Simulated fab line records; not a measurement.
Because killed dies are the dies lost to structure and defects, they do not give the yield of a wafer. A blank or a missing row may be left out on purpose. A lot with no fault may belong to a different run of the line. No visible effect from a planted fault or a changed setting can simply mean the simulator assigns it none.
3 desks looking at one fault :: flow n5-finfet :: numbers are kept per desk, each desk with only its own; the story behind them comes last

TOOL OWNER'S DESK, rie-diel-04
The tool's own readings at N5_GATE_CUT_ETCH_37 (etches SOC in N2/H2, target depth 60 nm, overetch 12 nm, time 90 s): means of the sampled wafers that have a number, for each lot that ran on this tool. Any lot whose mean is over 4 standard deviations away from the usual mean is out of limits and marked OUT; that distance is given in the brackets.
Columns: A = drypump-motor-current-A at N5_GATE_CUT_ETCH_37, usual 5.84 A; B = oes-product-au at N5_GATE_CUT_ETCH_37, usual 0.70 a.u.; C = rf-vpp-V at N5_GATE_CUT_ETCH_37, usual 524.6 V; D = showerhead-plenum-p-Torr at N5_GATE_CUT_ETCH_37, usual 2.57 Torr; E = throttle-valve-pct at N5_GATE_CUT_ETCH_37, usual 17.93 %
lot: L121
first seen here: day 5 09:20
A: 5.72
B: 0.73
C: 524.8
D: 2.56
E: 17.81

lot: L128
first seen here: day 7 07:04
A: 5.59
B: 0.67
C: 524.5
D: 2.57
E: 18.17
Result from this desk: across the 2 lots, nothing is out of limits.

THE DEFECT DESK
Lot by lot, what the route's inspections counted, given as the mean of those sampled wafers with a number. Any lot whose mean is over 4 standard deviations away from the usual mean is out of limits and marked OUT; that distance is given in the brackets.
Columns: A = raw-defect-count at N5_GATE_CUT_INSPECT_15, usual 150
lot: L121
first seen here: day 5 09:13
A: 82

lot: L128
first seen here: day 7 06:50
A: 125

lot: L134
first seen here: day 8 14:03
A: 131

lot: L135
first seen here: day 8 20:25
A: 171

lot: L138
first seen here: day 9 15:41
A: 153
Result from this desk: across the 5 lots, nothing is out of limits.

THE METROLOGY DESK
What the gauges read for every lot (on any tool): the sampled wafers with a number, averaged. Any lot whose mean is over 4 standard deviations away from the usual mean is out of limits and marked OUT; that distance is given in the brackets. Readings shown: 7 of its 12, picked as those furthest out on some lot.
Columns: A = cd-nm at N5_GATE_CUT_CD_MEAS_13, usual 20.06 nm; B = GATE_CUT_OVL at N5_GATE_CUT_OVL_MEAS_14, usual -0.3 nm; C = DIBL_N at N5_BEOL_M4_RC_MEAS_101, usual 36.3 mV/V; D = DIBL_P at N5_BEOL_M4_RC_MEAS_101, usual 35.7 mV/V; E = IOFF_P at N5_BEOL_M4_RC_MEAS_101, usual 0.204 nA/um; F = ION_N at N5_BEOL_M4_RC_MEAS_101, usual 671 uA/um; G = VT_N at N5_BEOL_M4_RC_MEAS_101, usual 250.2 mV
lot: L121
first seen here: day 5 09:08
A: 20.20
B: 0.2
C: 36.8
D: 37.0
E: 0.197
F: 685
G: 246.3

lot: L128
first seen here: day 7 06:45
A: 20.26
B: 0.3
C: 37.1
D: 37.1
E: 0.206
F: 676
G: 249.8

lot: L134
first seen here: day 8 13:42
A: 20.36
B: -1.0
C: 34.9
D: 35.8
E: 0.184
F: 663
G: 253.4

lot: L135
first seen here: day 8 20:20
A: 20.08
B: 0.2
C: 38.7
D: 37.9
E: 0.251
F: 678
G: 248.3

lot: L138
first seen here: day 9 15:36
A: 20.01
B: 0.9
C: 37.0
D: 35.7
E: 0.195
F: 665
G: 250.5
Result from this desk: across the 5 lots, nothing is out of limits.

PUT TOGETHER
The tool owner's desk saw nothing out of limits.
The defect desk saw nothing out of limits.
From the metrology desk's view, nothing was out of limits.

WHAT WAS PUT IN BY THE SIMULATOR
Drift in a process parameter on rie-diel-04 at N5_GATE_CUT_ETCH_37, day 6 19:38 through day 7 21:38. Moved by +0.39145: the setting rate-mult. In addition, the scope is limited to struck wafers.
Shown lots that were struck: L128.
